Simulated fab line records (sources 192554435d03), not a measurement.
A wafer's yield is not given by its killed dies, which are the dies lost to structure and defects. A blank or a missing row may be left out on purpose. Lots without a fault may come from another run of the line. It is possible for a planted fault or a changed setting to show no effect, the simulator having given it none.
The tool behind it: which one? -- flow n5 finfet -- Sampling: 10 lots, 30 wafers, 3 of 1938 route steps

== WHAT THE GAUGES READ, wafer by wafer ==
N5_BEOL_M4_RC_MEAS_101. Usual: DIBL_N 36.3 mV/V, standard deviation 1.9; DIBL_P 36.0 mV/V, standard deviation 2.1; IOFF_N 0.16 nA/um, standard deviation 0.031; IOFF_P 0.21 nA/um, standard deviation 0.035; IOFF_P_LONG 0.000108 nA/um, standard deviation 8.2e-06; ION_N 675 uA/um, standard deviation 14; ION_P 464 uA/um, standard deviation 8.5; SS_N 71.5 mV/dec, standard deviation 0.6; SS_P 73.3 mV/dec, standard deviation 0.72; VT_N 250 mV, standard deviation 3.2; VT_N_LVT 99 mV, standard deviation 3.2; VT_P -250 mV, standard deviation 3.1.
lot,measured,on,DIBL_N (mV/V),DIBL_P (mV/V),IOFF_N (nA/um),IOFF_P (nA/um),IOFF_P_LONG (nA/um),ION_N (uA/um),ION_P (uA/um),SS_N (mV/dec),SS_P (mV/dec),VT_N (mV),VT_N_LVT (mV),VT_P (mV),flag
L523,day 7 18:26,prober-02,37.9 38.2 37.5,38.3 39.7 38.2,0.19 0.21 0.19,0.27 0.31 0.27,0.000117 0.000115 0.000112,683 705 688,472 484 470,71.8 71.7 71.7,74.1 74.4 74.0,247 245 245,95 93 95,-245 -244 -246,
L525,day 8 06:11,prober-01,33.5 37.7 34.6,31.3 36.1 32.5,0.11 0.17 0.13,0.14 0.20 0.15,9.4e-05 9.7e-05 9.5e-05,649 662 664,443 455 452,70.3 72.0 71.9,72.5 73.5 72.4,254 253 253,104 100 102,-258 -252 -256,
L526,day 8 15:01,prober-01,34.5 34.5 39.1,36.0 36.8 41.7,0.14 0.14 0.24,0.19 0.20 0.29,0.000106 0.00011 0.000109,691 673 698,475 464 470,70.4 70.9 71.9,73.7 74.3 74.9,249 251 242,97 96 90,-252 -250 -247,
L527,day 8 18:02,prober-02,36.8 35.1 34.9,36.4 34.4 34.6,0.15 0.13 0.13,0.20 0.18 0.18,0.000101 9.9e-05 0.000101,654 664 668,452 455 459,72.1 70.7 71.4,73.0 72.6 73.1,254 253 253,101 101 102,-254 -253 -253,
L529,day 9 06:25,prober-02,39.9 38.3 37.1,40.2 37.8 35.9,0.22 0.18 0.17,0.26 0.23 0.21,0.000103 0.000107 0.000108,692 689 701,471 473 477,72.2 71.7 71.5,75.1 73.6 74.6,247 247 246,95 95 95,-246 -246 -248,
L531,day 9 10:14,prober-01,33.6 36.4 35.0,31.7 35.0 34.1,0.10 0.14 0.12,0.16 0.21 0.20,0.00012 0.000115 0.000123,667 675 663,464 462 462,70.8 72.4 70.9,71.8 72.9 72.1,257 252 255,107 102 103,-254 -248 -249,
L534,day 13 07:37,prober-01,38.0 39.8 36.5,36.9 38.6 34.7,0.18 0.22 0.15,0.25 0.28 0.21,0.00011 0.000108 0.000105,688 686 667,464 470 458,71.5 72.1 71.7,73.6 74.4 72.7,248 247 251,97 97 102,-250 -246 -250,
L539,day 13 07:18,prober-02,39.3 36.0 36.2,40.2 35.6 36.0,0.22 0.15 0.15,0.29 0.25 0.20,0.000119 0.000139 0.000112,696 694 686,484 487 472,72.3 70.8 71.5,74.4 73.4 73.3,246 249 249,95 106 98,-245 -243 -252,
L540,day 14 01:24,prober-01,38.9 36.9 37.8,37.9 34.5 36.4,0.18 0.15 0.15,0.24 0.25 0.22,0.000104 0.000123 9.7e-05,673 673 648,462 467 451,71.4 71.2 72.2,74.0 73.6 74.2,248 249 253,99 110 103,-249 -244 -252,
L544,day 13 00:07,prober-02,38.4 35.6 38.0,36.3 34.7 37.4,0.17 0.12 0.16,0.21 0.19 0.22,0.00011 0.000112 0.00011,663 668 676,453 464 460,72.6 71.1 72.0,73.2 73.2 74.0,250 252 248,102 104 100,-250 -251 -246,

== EACH LOT AND THE TOOL THAT RAN IT (in order: tool; ch and the chambers of the sampled wafers; start) ==
lot,N5_HKMG_FIN_ALD_74,N5_BEOL_M4_PRE_CLEAN_60
L523,"ald hk-02 ch 1,2, day 4 04:12","cvd co-02 ch 0,1,2, day 7 18:10"
L525,"ald hk-02 ch 0,2, day 4 11:01","cvd co-01 ch 0,2, day 8 05:36"
L526,"ald hk-02 ch 1,2, day 4 20:02","cvd co-01 ch 0,1,2, day 8 14:35"
L527,"ald hk-02 ch 2,3, day 4 23:49","cvd co-01 ch 0,2, day 8 17:46"
L529,"ald hk-03 ch 0,1,3, day 5 10:20","cvd co-02 ch 0,2, day 9 05:59"
L531,"ald hk-03 ch 0,1,2, day 5 22:15","cvd co-02 ch 1,2, day 9 09:48"
L534,"ald hk-02 ch 1,2,3, day 6 21:40","cvd co-01 ch 1,2, day 13 07:11"
L539,"ald hk-02 ch 0,2, day 8 00:37","cvd co-02 ch 0,2, day 13 07:01"
L540,"ald hk-02 ch 0,2,3, day 8 10:22","cvd co-01 ch 0,1,2, day 14 01:08"
L544,"ald hk-03 ch 0,1, day 9 08:18","cvd co-01 ch 0,2, day 12 23:41"
- N5_HKMG_FIN_ALD_74: deposits La2O3, target thk 0.5 nm, pulse time 6 s, co reactant pulse time 1 s.
- N5_BEOL_M4_PRE_CLEAN_60: time 15 s.

== AS READ BY THE TOOLS THEMSELVES (means over the sampled wafers that have a number; for cases with no such wafer, the mark the record gives instead) ==
N5_HKMG_FIN_ALD_74. Usual: heater power w 345 W, standard deviation 26; precursor pulse height rel 1.000, standard deviation 0.02.
lot,tool,heater power w (W),precursor pulse height rel,flag
L523,ald hk-02,314,0.976,
L525,ald hk-02,327,0.997,
L526,ald hk-02,312,1.016,
L527,ald hk-02,319,0.994,
L529,ald hk-03,374,0.987,
L531,ald hk-03,357,0.990,
L534,ald hk-02,325,1.010,
L539,ald hk-02,350,0.990,
L540,ald hk-02,343,1.005,
L544,ald hk-03,380,1.006,

N5_BEOL_M4_PRE_CLEAN_60. Usual: heater power w at 75 W, with a standard deviation of 15.
lot,tool,heater power w (W),flag
L523,cvd co-02,84,
L525,cvd co-01,62,
L526,cvd co-01,67,
L527,cvd co-01,63,
L529,cvd co-02,86,
L531,cvd co-02,72,
L534,cvd co-01,70,
L539,cvd co-02,74,
L540,cvd co-01,67,
L544,cvd co-01,63,

== THE ANSWER, worked out from the rows above alone ==
Rule: a lot is off if the mean of its wafers that have a number lies more than 3 standard deviations from the usual mean. Also off: a lot with no number at a reading for which 4 or more lots have one. All remaining lots with rows at the step are treated as sound. After the gauges, taken in route order, come the tools' own readings; for these a lot's mean is taken, as printed above. At the first step where some lot is off, the reading lying furthest off is the one used; lots without a number count as furthest.
None of the lots is off at any reading shown; this tells nothing.

== WHAT THE SIMULATOR PUT IN ==
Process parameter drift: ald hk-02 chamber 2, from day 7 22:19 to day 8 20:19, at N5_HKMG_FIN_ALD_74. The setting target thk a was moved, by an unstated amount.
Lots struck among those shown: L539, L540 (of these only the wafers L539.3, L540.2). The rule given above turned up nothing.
